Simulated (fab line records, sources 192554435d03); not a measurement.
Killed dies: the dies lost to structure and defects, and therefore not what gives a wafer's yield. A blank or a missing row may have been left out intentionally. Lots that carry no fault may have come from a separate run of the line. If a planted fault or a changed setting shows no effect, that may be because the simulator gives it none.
fab line records	flow n5Finfet
[record] lots = 5	wafers = 15	lastDay = 17
route steps=1938 shown BEOL_M6@1242 BEOL_M7@1263 PASSIVATION@1936
lots that met no fault: taken from a fault-free run of the same line
startH: start of the lot's first displayed wafer, in hours after the record's first day	waitH: hours from the lot's prior step to this one	" unchanged from the row above	L1.1+2: a row that stands for several wafers	- value missing, or start not given	* or withheld: withheld	< > ~ a bound
route shown NAME@n: NAME is a module with steps in the file, n the number in the route of the first one	usual: mean and standard deviation over wafers with no fault	same: alike in all rows	chamber/n: place in a boat	sites: per-site readings	_std_site: standard deviation of those values	_edge_site: outer sites' mean less inner sites'	radiusMm: for every site, how far away it sits from the centre of the wafer	mask NAME#n: copy n	behind: the most recent tool/chamber to have shaped the wafer	hold: reason for holding the lot/hours on hold/outcome of the hold	device: the n, p or np transistor that did not switch	end of line: the route-end tests of the same wafers	step lacking rows: just its recipe	killed: dies that structure and defects cost at the first sort, which is not the same as the wafer's yield	map: per-die view of a wafer (x killed, . not killed, _ where there is no die)
set.NAME: the setting as run; set.NAME@STEP: as run at that earlier step	model.NAME: the simulator's own value behind a step, which no gauge read
certain route steps with their lots: each step a table, each wafer a row
services: the hour from which a tool's chamber was out of use, counted from the record's first day as startH (under 0 if before that day), plus the number of hours and why
[[steps]]
[step N5_BEOL_M6_OCD_MEAS_38]
[usual] trenchDepthNm = 93.9/1.4
lot.wafer	tool	chamber	startH	waitH	trenchDepthNm
L972.1	ocd-02	-	209.01	-	93.1
L972.5	"	-	"	"	93.5
L972.6	"	-	"	"	94.6
L975.1	ocd-01	-	236.75	-	94.9
L975.2	"	-	"	"	93.0
L975.3	"	-	"	"	93.7
L980.3	ocd-01	-	280.53	-	95.0
L980.4	"	-	"	"	95.2
L980.6	"	-	"	"	94.2
L983.1	ocd-01	-	294.80	-	95.8
L983.4	"	-	"	"	95.2
L983.5	"	-	"	"	97.3
L988.2	ocd-02	-	324.39	-	95.5
L988.3	"	-	"	"	95.2
L988.6	"	-	"	"	95.7
[step N5_BEOL_M6_HM_STRIP_39]
[recipe] chemistry = peroxideTinStrip	material = TiN	targetDepthA = 250	tempC = 50	timeS = 158
[step N5_BEOL_M6_SRD_40]
[recipe] timeS = 30	tempC = 23	rinseLiquid = diw	dry = ipaMarangoni
[step N5_BEOL_M6_PRECLEAN_42]
[recipe] chemistry = residueRemover	timeS = 60	tempC = 40
[step N5_BEOL_M6_SRD_43]
[recipe] timeS = 30	tempC = 23	rinseLiquid = diw	dry = ipaMarangoni
[step N5_BEOL_M6_CD_MEAS_35]
[recipe] targetCdNm = 40	targetCdYNm = 28	polarity = opening
[usual] cdNm = 40.1/0.45
lot.wafer	tool	chamber	startH	waitH	cdNm
L972.1	cdSem-01	-	209.16	0.0	40.1
L972.5	"	-	"	"	39.5
L972.6	"	-	"	"	40.0
L975.1	cdSem-02	-	236.91	0.0	40.2
L975.2	"	-	"	"	40.4
L975.3	"	-	"	"	39.7
L980.3	cdSem-02	-	280.68	0.0	39.9
L980.4	"	-	"	"	40.6
L980.6	"	-	"	"	39.9
L983.1	cdSem-03	-	294.96	0.0	40.9
L983.4	"	-	"	"	40.6
L983.5	"	-	"	"	40.9
L988.2	cdSem-02	-	324.54	0.0	40.9
L988.3	"	-	"	"	40.4
L988.6	"	-	"	"	40.2
[step N5_BEOL_M6_CURE_75]
[recipe] tempC = 370	timeS = 120	ambient = DMADMS/He	material = SiCOH_lowk
[usual] lampPowerPct = 52.32/0.054	wafer_temp_C_max = 371.8/0.74
lot.wafer	tool	chamber	startH	waitH	lampPowerPct	wafer_temp_C_max
L972.1	uvCure-02	0	209.37	0.2	52.43	371.0
L972.5	"	0	"	"	52.36	371.4
L972.6	"	0	"	"	52.24	371.7
L975.1	uvCure-02	1	236.95	0.0	52.42	372.1
L975.2	"	1	"	"	52.28	371.5
L975.3	"	1	"	"	52.31	371.8
L980.3	uvCure-02	2	280.82	0.1	52.28	371.2
L980.4	"	2	"	"	52.29	371.2
L980.6	"	2	"	"	52.25	371.5
L983.1	uvCure-01	0	295.00	0.0	52.41	372.9
L983.4	"	0	"	"	52.27	373.0
L983.5	"	0	"	"	52.32	373.3
L988.2	uvCure-03	1	324.69	0.1	52.28	371.9
L988.3	"	1	"	"	52.38	371.8
L988.6	"	1	"	"	52.29	371.9
[step N5_BEOL_M6_DEGAS_44]
[recipe] ambient = vacuum	tempC = 250	timeS = 60
[step N5_BEOL_M6_PRE_CLEAN_45]
[recipe] gas = H2/He	timeS = 30	tempC = 250
[usual] heaterPowerW = 324/21
lot.wafer	tool	chamber	startH	waitH	heaterPowerW
L972.1	pvdSputter-03	-	209.76	0.0	342
L972.5	"	-	"	"	307
L972.6	"	-	"	"	331
L975.1	pvdSputter-01	-	237.94	0.0	326
L975.2	"	-	"	"	360
L975.3	"	-	"	"	333
L980.3	pvdSputter-01	-	281.36	0.0	359
L980.4	"	-	"	"	316
L980.6	"	-	"	"	324
L983.1	pvdSputter-03	-	295.65	0.0	355
L983.4	"	-	"	"	290
L983.5	"	-	"	"	320
L988.2	pvdSputter-02	-	326.64	0.0	317
L988.3	"	-	"	"	291
L988.6	"	-	"	"	285
[step N5_BEOL_M6_ALD_77]
[recipe] material = TaN	targetThkA = 20	tempC = 275	aldPrecursorFamily = PDMAT	aldCoReactant = NH3	pressureTorr = 3	carrierFlowSccm = 1500	pulseTimeS = 2	purgeTimeS = 3	coReactantPurgeTimeS = 2	coReactantPulseTimeS = 3	aldCycles = 40	precursorVesselTempC = 75	precursorVesselPressureTorr = 26.25	precursorVesselCarrierSccm = 1000
[step N5_BEOL_M6_SURFACE_TREAT_79]
[recipe] gas = Ar	timeS = *	ionEnergyEv = *	ionCurrentMaCm2 = 0.5	pressureMtorr = *	arFlowSccm = 30
[step N5_BEOL_M6_CVD_78]
[recipe] material = Co	targetThkA = 20	tempC = withheld	precursor = CCTBA/H2	pressureTorr = 30	timeS = 142.3
[step N5_BEOL_M6_SPUTTER_48]
[recipe] material = Cu	targetThkA = 100	tempC = -20	biasV = 60	powerW = 26000	chamberPressurePa = 0.13	timeS = 1.667
[usual] substrateTempC = -20.01/0.11	throttleValvePct = 30.0/0.88
lot.wafer	tool	chamber	startH	waitH	substrateTempC	throttleValvePct
L972.1	pvdSputter-02	-	210.84	0.4	-20.14	29.6
L972.5	"	-	"	"	-20.02	28.6
L972.6	"	-	"	"	-20.00	30.0
L975.1	pvdSputter-01	-	238.52	0.1	-19.92	29.9
L975.2	"	-	"	"	-19.77	31.4
L975.3	"	-	"	"	-20.02	30.9
L980.3	pvdSputter-03	-	281.98	0.1	-20.14	30.7
L980.4	"	-	"	"	-19.82	30.5
L980.6	"	-	"	"	-20.08	30.8
L983.1	pvdSputter-02	-	296.39	0.2	-20.01	30.9
L983.4	"	-	"	"	-20.07	30.0
L983.5	"	-	"	"	-20.05	30.3
L988.2	pvdSputter-01	-	327.32	0.1	-20.15	29.6
L988.3	"	-	"	"	-19.88	31.3
L988.6	"	-	"	"	-20.04	31.3
[step N5_BEOL_M6_ECD_50]
[recipe] material = Cu	targetThkA = 3000
[step N5_BEOL_M6_ANNEAL_51]
[recipe] tempC = 225	timeS = 90	ambient = N2
[step N5_BEOL_M6_CMP_52]
[recipe] stopOn = SiCOH_lowk	tOverpolishS = 6.9	downForcePsi = 1	platenRpm = 50	clearingPlatenDownForcePsi = 1.5	clearingPlatenRpm = 50	postCmpClean = cuAlkaline	targetThkNm = 80	clearingPlatenPadVelocityMS = 0.99484	padVelocityMS = 0.99484
[step N5_BEOL_M6_PRE_CLEAN_55]
[recipe] gas = NH3	timeS = 15	tempC = withheld	rfPowerW = 300
[step N5_BEOL_M6_DEP_56]
[recipe] material = SiCN	targetThkA = 100	tempC = withheld	precursor = 3MS/NH3	pressureTorr = 3	rfW = 202	timeS = 17.5
[usual] showerheadPlenumPTorr = 3.661/0.016	throttleValvePct = 9.2/0.53
lot.wafer	tool	chamber	startH	waitH	showerheadPlenumPTorr	sinceWetCleanH	throttleValvePct
L972.1	pecvd-03	0	211.72	0.0	3.678	1278	9.4
L972.5	"	0	"	"	3.671	-	9.3
L972.6	"	2	"	"	3.671	-	9.3
L975.1	pecvd-03	0	239.90	0.0	3.661	1306	9.0
L975.2	"	2	"	"	3.682	552	9.1
L975.3	"	1	"	"	3.670	2031	9.7
L980.3	pecvd-03	2	283.10	0.0	3.664	595	9.4
L980.4	"	2	"	"	3.661	-	9.3
L980.6	"	1	"	"	3.666	-	9.4
L983.1	pecvd-01	1	297.72	0.0	3.681	1908	9.1
L983.4	"	2	"	"	3.646	-	8.3
L983.5	"	0	"	"	3.617	-	9.8
L988.2	pecvd-03	2	328.18	0.0	3.671	641	9.5
L988.3	"	1	"	"	3.664	2120	9.5
L988.6	"	0	"	"	3.675	-	9.1
[step N5_BEOL_M6_RS_MEAS_57]
[recipe] thkMeasGauge = four-point-probe	reads = Cu_of_BEOL_M6_ECD_50+Co_of_BEOL_M6_CVD_78+TaN_of_BEOL_M6_ALD_77
[usual] M6_RS = 0.288/0.0074
lot.wafer	tool	chamber	startH	waitH	M6_RS[ohm/sq]
L972.1	filmMetro-02	-	211.79	0.1	0.289
L972.5	"	-	"	"	0.290
L972.6	"	-	"	"	0.282
L975.1	filmMetro-02	-	239.97	0.1	0.289
L975.2	"	-	"	"	0.299
L975.3	"	-	"	"	0.296
L980.3	filmMetro-02	-	283.17	0.1	0.288
L980.4	"	-	"	"	0.291
L980.6	"	-	"	"	0.292
L983.1	filmMetro-01	-	297.80	0.1	0.279
L983.4	"	-	"	"	0.279
L983.5	"	-	"	"	0.273
L988.2	filmMetro-01	-	328.25	0.1	0.282
L988.3	"	-	"	"	0.283
L988.6	"	-	"	"	0.275
[step N5_BEOL_M7_ILD_DEP_00]
[recipe] material = SiCOH_lowk	targetThkA = 1797.5	tempC = 300	precursor = DEMS/porogen	pressureTorr = 5	rfW = 500	timeS = 33.4
[step N5_BEOL_M7_CURE_74]
[recipe] tempC = 385	timeS = 240	ambient = He/Ar	material = SiCOH_lowk
[step N5_BEOL_M7_THK_MEAS_01]
[recipe] reads = SiCOH_lowk_of_BEOL_M7_ILD_DEP_00
[usual] M7_ILD_THK = 155.1/1.6
lot.wafer	tool	chamber	startH	waitH	M7_ILD_THK[nm]
L972.1	filmMetro-01	-	212.45	0.4	153.9
L972.5	"	-	"	"	155.8
L972.6	"	-	"	"	155.6
L975.1	filmMetro-01	-	240.81	0.4	154.5
L975.2	"	-	"	"	153.3
L975.3	"	-	"	"	152.7
L980.3	filmMetro-02	-	283.83	0.3	153.6
L980.4	"	-	"	"	155.8
L980.6	"	-	"	"	156.1
L983.1	filmMetro-01	-	298.45	0.4	156.0
L983.4	"	-	"	"	157.6
L983.5	"	-	"	"	156.5
L988.2	filmMetro-01	-	328.89	0.4	154.6
L988.3	"	-	"	"	152.8
L988.6	"	-	"	"	155.4
[step N5_BEOL_M7_PECVD_70]
[recipe] material = SiO2	targetThkA = 200	tempC = 400	precursor = TEOS/O2	pressureTorr = 5.5	rfW = 450	teosFlowSccm = 53.8	gas = O2	flowSccm = 3000	timeS = 22.7
[step N5_BEOL_M7_HM_DEP_02]
[recipe] material = TiN	targetThkA = 200	tempC = 25	chamberPressurePa = 0.49996
[usual] substrateTempC = 25.02/0.11	throttleValvePct = 30.1/0.81
lot.wafer	tool	chamber	startH	waitH	substrateTempC	throttleValvePct
L972.1	pvdSputter-01	-	213.21	0.7	24.97	29.6
L972.5	"	-	"	"	25.04	29.7
L972.6	"	-	"	"	24.80	29.2
L975.1	pvdSputter-01	-	242.50	1.6	24.99	31.0
L975.2	"	-	"	"	25.14	29.6
L975.3	"	-	"	"	24.93	29.6
L980.3	pvdSputter-01	-	286.64	2.8	25.10	31.0
L980.4	"	-	"	"	24.91	31.4
L980.6	"	-	"	"	25.03	29.5
L983.1	pvdSputter-03	-	302.17	3.7	25.07	30.8
L983.4	"	-	"	"	24.99	29.8
L983.5	"	-	"	"	24.95	29.2
L988.2	pvdSputter-01	-	332.46	3.5	25.09	29.4
L988.3	"	-	"	"	25.16	29.9
L988.6	"	-	"	"	25.17	30.8
[step N5_BEOL_M7_COAT_59]
[recipe] resist = SOC	tempC = 250	timeS = 60	spinRpm = 1500	resistThkNm = 100
[step N5_BEOL_M7_COAT_60]
[recipe] resist = SiARC	tempC = 220	timeS = 60	spinRpm = 1500	resistThkNm = 35
[step N5_BEOL_M7_COAT_05]
[recipe] resist = CAR-ArF	spinRpm = 1500	resistThkNm = 90
[step N5_BEOL_M7_EBR_07]
[recipe] solvent = PGMEA	ebrWidthMm = 1.5
[step N5_BEOL_M7_SOFTBAKE_06]
[recipe] tempC = 110	timeS = 60	resist = CAR-ArF
[step N5_BEOL_M7_EXPOSE_08]
[recipe] maskId = M7	na = 1.35	sourceShape = dipole	sigmaInner = 0.817	sigmaOuter = 0.97	polarization = te	doseMj = 68.25
[step N5_BEOL_M7_PEB_09]
[recipe] pebTempC = withheld	pebTimeS = 60	resist = CAR-ArF
[step N5_BEOL_M7_DEVELOP_10]
[recipe] developTimeS = 30	developer = TMAH	resist = CAR-ArF	rinseLiquid = diw	dry = airSpin	devTempC = 23
[step N5_BEOL_M7_CD_MEAS_11]
[recipe] targetCdNm = 38.5	landingEnergyEv = 500	detector = seInlens	polarity = opening
[usual] cdNm = 38.3/0.4
[same] landingEnergyEv = 500
lot.wafer	tool	chamber	startH	waitH	cdNm
L972.1	cdSem-02	0	213.71	-	39.0
L972.5	"	0	"	"	38.6
L972.6	"	0	"	"	38.6
L975.1	cdSem-01	0	242.99	-	37.7
L975.2	"	0	"	"	38.2
L975.3	"	0	"	"	37.9
L980.3	cdSem-02	0	287.14	-	38.0
L980.4	"	0	"	"	38.1
L980.6	"	0	"	"	37.7
L983.1	cdSem-02	0	302.67	-	38.4
L983.4	"	0	"	"	38.2
L983.5	"	0	"	"	38.1
L988.2	cdSem-02	0	332.96	-	38.9
L988.3	"	0	"	"	38.4
L988.6	"	0	"	"	38.7
[step N5_BEOL_M7_OVL_MEAS_12]
[recipe] pointsPerWafer = 44
[usual] M7_OVL = 0.0/0.8
lot.wafer	tool	chamber	startH	waitH	M7_OVL[nm]
L972.1	overlay-02	0	213.74	0.0	-1.7
L972.5	"	0	"	"	-0.9
L972.6	"	0	"	"	-1.7
L975.1	overlay-02	0	243.02	0.0	0.4
L975.2	"	0	"	"	0.9
L975.3	"	0	"	"	0.5
L980.3	overlay-02	0	287.17	0.0	0.6
L980.4	"	0	"	"	0.5
L980.6	"	0	"	"	0.2
L983.1	overlay-01	0	302.70	0.0	0.5
L983.4	"	0	"	"	0.6
L983.5	"	0	"	"	0.8
L988.2	overlay-02	0	332.99	0.0	-0.7
L988.3	"	0	"	"	-0.7
L988.6	"	0	"	"	-1.2
[step N5_BEOL_M7_DESCUM_16]
[recipe] chemistry = O2	timeS = 7.9	sourcePowerW = 50	biasPowerW = 20	pressureMtorr = 20	rfFrequencyHz = 2.712e+07	tempC = 40	resist = CAR-ArF	o2FlowSccm = 225
[step N5_BEOL_M7_ETCH_61]
[recipe] chemistry = CF4	target = SiARC	targetDepthA = 455	maskMaterial = CAR-ArF	timeS = 75.8	ionEnergyEv = 80	pressureMtorr = 40	sourceW = 545	biasW = 36	Ar_flow_sccm = 100	cf4FlowSccm = 100	ends = cleared
[usual] biasW = 35.99/0.11	chamberPressureMTorr = 40.00/0.035	drypumpMotorCurrentA = 5.6/0.48	etchRfOnTimeS = 75.3/1.1	oesProductAu = 0.69/0.08	rfVppV = 184.1/1.3	showerheadPlenumPTorr = 2.15/0.08	throttleValvePct = 15.55/0.17
lot.wafer	tool	chamber	startH	waitH	biasW	chamberPressureMTorr	drypumpMotorCurrentA	etchRfOnTimeS	oesProductAu	rfHoursCounterH	rfVppV	showerheadPlenumPTorr	throttleValvePct
L972.1	rieDiel-02	0	213.83	0.0	36.07	39.99	4.6	74.8	0.85	4	185.6	2.20	15.41
L972.5	"	3	"	"	36.09	40.00	5.9	74.6	0.63	-	185.0	2.14	15.43
L972.6	"	2	"	"	36.06	39.98	5.6	75.7	0.62	-	184.7	2.21	15.55
L975.1	rieDiel-06	2	243.38	0.0	35.96	40.01	6.2	74.8	0.66	137	180.9	1.98	15.53
L975.2	"	3	"	"	36.17	39.96	5.4	73.9	0.74	55	185.3	2.26	15.21
L975.3	"	1	"	"	35.91	39.97	5.1	76.8	0.59	242	182.8	2.03	15.94
L980.3	rieDiel-03	1	287.29	0.0	36.13	39.98	5.6	75.8	0.73	71	184.7	2.17	15.56
L980.4	"	1	"	"	36.02	39.96	5.6	75.2	0.73	-	184.0	2.17	15.54
L980.6	"	0	"	"	35.98	39.99	5.5	77.2	0.62	-	184.8	2.13	15.71
L983.1	rieDiel-02	2	302.85	0.0	35.98	39.96	5.6	76.5	0.60	210	184.6	2.20	15.60
L983.4	"	0	"	"	36.20	40.02	4.6	75.8	0.78	-	184.7	2.19	15.47
L983.5	"	2	"	"	35.90	40.04	5.7	76.5	0.60	-	186.3	2.20	15.59
L988.2	rieDiel-06	0	333.40	0.0	35.98	40.04	5.9	74.1	0.74	72	184.5	2.08	15.60
L988.3	"	2	"	"	36.06	40.06	6.2	74.8	0.65	163	181.9	1.97	15.59
L988.6	"	2	"	"	35.86	39.96	6.2	74.8	0.64	-	182.4	1.97	15.61
[step N5_BEOL_M7_ETCH_62]
[recipe] chemistry = N2/H2	target = SOC	targetDepthA = 1100	overetchA = 220	maskMaterial = SiARC	tempC = 40	timeS = 165	ionEnergyEv = 200	pressureMtorr = 30	sourceW = 840	biasW = 150	n2FlowSccm = 200	h2FlowSccm = 200
[step N5_BEOL_M7_STRIP_68]
[recipe] chemistry = N2/H2	tempC = 40	n2FlowSccm = 200	h2FlowSccm = 200	rfFrequencyHz = 6e+07
[step N5_BEOL_M7_STRIP_67]
[recipe] chemistry = CF4	resist = SiARC	powerW = 300	biasPowerW = 75	pressureMtorr = 50	cf4FlowSccm = 150	rfFrequencyHz = 6e+07
[step N5_PASSIVATION_PROBE_49]
[usual] defectLimitedYield = 91.2/1.4	killed_at_M0_to_M3 = 34/9.7	killed_at_M4_up = 14/5.2	killedAtContacts = 13/6.7	killedAtFrontEnd = 39/11	killedAtOther = 3.6/2.6	killedDies = 104/17	killedOpen = 69/12	killedShort = 34/8.2	sort_bin_5_function = 5.3/0.89	sort_bin_6_memory = 3.2/0.69	sortNPass = 1076/17	sortYieldPct = 91.2/1.4
[same] grossDies = 1180	killedAtBackSide = 0	sort_bin_4_leakage[%] = 0	sort_bin_8_speed[%] = 0
lot.wafer	tool	chamber	startH	waitH	defectLimitedYield[%]	killed_at_M0_to_M3	killed_at_M4_up	killedAtContacts	killedAtFrontEnd	killedAtOther	killedDies	killedOpen	killedShort	sort_bin_5_function[%]	sort_bin_6_memory[%]	sortNPass	sortYieldPct[%]
L972.1	prober-02	-	293.19	0.0	91.4	43	10	13	34	2	102	62	37	5.4	3.1	1078	91.4
L972.5	prober-02	-	293.39	0.2	90.6	29	13	14	48	7	111	75	34	5.3	3.8	1069	90.6
L972.6	prober-02	-	293.44	0.3	91.4	27	10	13	42	9	101	63	34	5.2	2.9	1079	91.4
L975.1	prober-02	-	323.80	0.0	92.5	28	23	7	25	5	88	65	21	4.4	3.0	1092	92.5
L975.2	prober-02	-	323.85	0.1	88.0	51	23	16	42	10	142	89	49	8.0	3.4	1038	88.0
L975.3	prober-02	-	323.90	0.1	91.2	26	27	21	26	4	104	74	30	5.2	3.4	1076	91.2
L988.2	prober-01	-	416.24	0.1	93.3	19	14	6	38	2	79	55	23	4.1	2.5	1101	93.3
L988.3	prober-01	-	416.29	0.1	80.5	29	132	16	50	3	230	62	45	13.1	4.3	950	80.5
L988.6	prober-01	-	416.44	0.3	81.4	29	144	11	35	1	220	61	31	12.0	4.1	960	81.4
// killed by level:class
L972.1 BEOL_M2:geometricParticle:open=12 MOL_CONTACT_COAG:geometricParticle:open=10 STI_FIN_REVEAL:geometricParticle:open=9 BEOL_M1:geometricParticle:open=9 GATE_CUT:geometricParticle:short=6 BEOL_M0_SAQP:geometricParticle:open=6 BEOL_M1:geometricParticle:short=6 BEOL_M0_SAQP:geometricParticle:short=5
L972.5 MOL_CONTACT_COAG:geometricParticle:open=12 FIN_SAQP:geometricParticle:open=11 STI_FIN_REVEAL:geometricParticle:open=11 BEOL_M0_SAQP:geometricParticle:open=10 GATE_CUT:geometricParticle:short=9 FIN_SAQP:geometricParticle:short=8 BEOL_M0_SAQP:geometricParticle:short=5 BEOL_M5:geometricParticle:open=5
L972.6 FIN_SAQP:geometricParticle:open=11 FIN_SAQP:geometricParticle:short=8 MOL_CONTACT_COAG:geometricParticle:open=8 BEOL_M0_SAQP:geometricParticle:open=7 DUMMY_GATE:geometricParticle:open=6 GATE_CUT:geometricParticle:open=6 BEOL_M1:geometricParticle:short=6 STI_FIN_REVEAL:geometricParticle:open=5
L975.1 BEOL_M3:geometricParticle:open=11 BEOL_M4:geometricParticle:open=9 STI_FIN_REVEAL:geometricParticle:open=7 BEOL_M0_SAQP:geometricParticle:open=6 FIN_SAQP:geometricParticle:short=5 FIN_SAQP:geometricParticle:open=5 BEOL_M5:geometricParticle:open=5 MOL_CONTACT_COAG:geometricParticle:open=5
L975.2 MOL_CONTACT_COAG:geometricParticle:open=15 BEOL_M4:geometricParticle:open=15 BEOL_M0_SAQP:geometricParticle:open=14 BEOL_M0_SAQP:geometricParticle:short=13 FIN_SAQP:geometricParticle:open=10 FIN_SAQP:geometricParticle:short=6 BEOL_M3:geometricParticle:open=6 BEOL_M2:geometricParticle:short=5
L975.3 MOL_CONTACT_COAG:geometricParticle:open=18 BEOL_M3:geometricParticle:open=6 DUMMY_GATE:geometricParticle:open=5 GATE_CUT:geometricParticle:short=5 BEOL_M4:geometricParticle:open=5 BEOL_M0_SAQP:geometricParticle:short=5 FIN_SAQP:geometricParticle:open=4 BEOL_M0_SAQP:geometricParticle:open=4
L988.2 FIN_SAQP:geometricParticle:open=10 BEOL_M2:geometricParticle:open=6 FIN_SAQP:geometricParticle:short=5 GATE_CUT:geometricParticle:short=5 MOL_CONTACT_COAG:geometricParticle:open=5 BEOL_M5:geometricParticle:open=5 STI_FIN_REVEAL:geometricParticle:open=4 DUMMY_GATE:geometricParticle:open=3
L988.3 BEOL_M6:unspecified=123 FIN_SAQP:geometricParticle:open=13 FIN_SAQP:geometricParticle:short=13 MOL_CONTACT_COAG:geometricParticle:open=11 BEOL_M0_SAQP:geometricParticle:short=8 BEOL_M0_SAQP:geometricParticle:open=7 STI_FIN_REVEAL:geometricParticle:open=6 GATE_CUT:geometricParticle:short=6
L988.6 BEOL_M6:unspecified=128 BEOL_M0_SAQP:geometricParticle:open=11 FIN_SAQP:geometricParticle:short=9 MOL_CONTACT_COAG:geometricParticle:open=9 STARTING-WAFER:geometricParticle:open=6 FIN_SAQP:geometricParticle:open=5 BEOL_M4:geometricParticle:open=5 GATE_CUT:geometricParticle:short=4
// map L988.3 (x killed, . not)
_________________........x.x.________________
______________..x....x.......x.._____________
___________........................__________
__________....x.x.x..x....x........._________
________.................x.......x...._______
_______...x.............x.x............______
______.....................x..........x._____
_____...................x...x....x.....x.____
____x.x...................................___
___.................................x......__
___.....................................x..__
__...x....x..x.....................x...x...._
__....x...x.....x...x.x..............x....xx_
_.....................x........x.xx........x.
_............x...x...........................
_.......x..............xx.............x....x.
_.........x......x............x...xx....x....
_................x..xx..x..........x...x..x..
_.....x......x.x..x..xx.x............x.......
_x........x....x.x.xxxx......................
_..........x.x.xx.xxxxxxxxx.x.....x..........
__....xx...xx.xxxxxxxxxxxxxx.x.........x...._
__.xx.......xxxxxxxxxxxxxx........x........._
___...........xxxxxxxxxxxx...x...x.....x.x.__
___..........xxxxxxxxxxxx.x................__
____.........xxxxxxxxxxxxx.....x.......x..___
_____.......x.xxxxxxxxxxxxx......x......x____
______x.x......xxxxxxxxxxx........x....._____
_______.........xxxxx.xxxxx.........x..______
________..........x.x.x.x......x..x..._______
__________x...........x........x...._________
___________..x...........x.........__________
______________...............x.._____________
_________________.....x....x.________________
// map L975.2 (x killed, . not)
_________________..x.........________________
______________.......x.........._____________
___________...x.xx.................__________
__________...x....x...x.x....xxx.x.._________
________.x.....x.....x......x...x....._______
_______..x.............................______
______.....................x............_____
_____.......x.....x...x....x.....x.......____
____...................................x..___
___.....x..........x......x...........x.x..__
___.....x....x......x.........x............__
__.x...............x...x.................x.._
__...........x...x................x........._
_....x...x....x......x.x.....................
_.x.........x.x...................x........x.
_.x.....xx.....x.....x..x.x...............x..
_.x...xx....x.....x.....x.............x......
_.....x..x..........x............x...........
_......x.............x.......................
_.....x..........x.xx......x..........x......
_..x......x........x.........................
__.....x...xxxx..x...x.x.....x..x..........._
__...x...xx...............x....x.....x......_
___.......x.....x..x..x...x.xx.xx..........__
___.........x...............x......x....x.x__
____.x........x............x.........x....___
_____..x........x....x.....x.....x.......____
______.x...........x.......x............_____
_______......x...x.x...........x......x______
________..................x....x......_______
__________...x.x.........x....x....._________
___________.....x.........xx.....x.__________
______________...............x.x_____________
_________________.........x..________________
[[services]]
tool	chamber	startH	hours	kind
pecvd-03	-	187.92	0.5	repair
pecvd-01	-	196.57	1.0	repair
uvCure-03	-	199.42	1.0	pm
rieDiel-03	-	210.92	0.5	repair
rieDiel-03	2	224.74	5.5	repair
pecvd-03	-	232.47	0.8	repair
rieDiel-02	1	235.50	-	clean
rieDiel-02	1	235.50	-	consumableReplace:focusRing
rieDiel-02	1	235.50	16.7	scheduledDown
rieDiel-02	1	235.50	16.7	ventCycle
rieDiel-03	3	237.13	57.4	repair
uvCure-01	-	247.08	7.5	pm
rieDiel-02	-	254.90	8.1	repair
uvCure-03	-	255.72	7.5	pm
rieDiel-06	1	265.26	-	clean
rieDiel-06	1	265.26	-	consumableReplace:focusRing
rieDiel-06	1	265.26	-	consumableReplace:showerhead
rieDiel-06	1	265.26	13.6	scheduledDown
rieDiel-06	1	265.26	13.6	ventCycle
pecvd-03	-	272.18	0.5	repair
uvCure-01	-	278.87	1.0	pm
rieDiel-03	2	295.05	-	clean
rieDiel-03	2	295.05	-	consumableReplace:focusRing
rieDiel-02	1	296.22	11.3	repair
[[key]]
[firstSign] step = N5_PASSIVATION_PROBE_49	reading = killed_at_M4_up	direction = up	sigmas = 24	usual = 14	struck = 138
[effect] step = N5_PASSIVATION_PROBE_49	reading = defectLimitedYield	direction = down	sigmas = 7.2	usual = 91.2	struck = 80.9
[moreKillsBornAt] N5_BEOL_M6_SPUTTER_48@pvdSputter-01 = 251
metAt N5_BEOL_M6_SPUTTER_48
struckWafers L988.3,L988.6
onsetBetween 238.52 327.32
[fault] kind = chamberParticleSource	tool = pvdSputter-01	chamber = -	onsetH = 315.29	steps = N5_BEOL_M6_SPUTTER_48	ratePerVisitCm2 = 0.83788	endH = 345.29	scope = struckWafersOnly
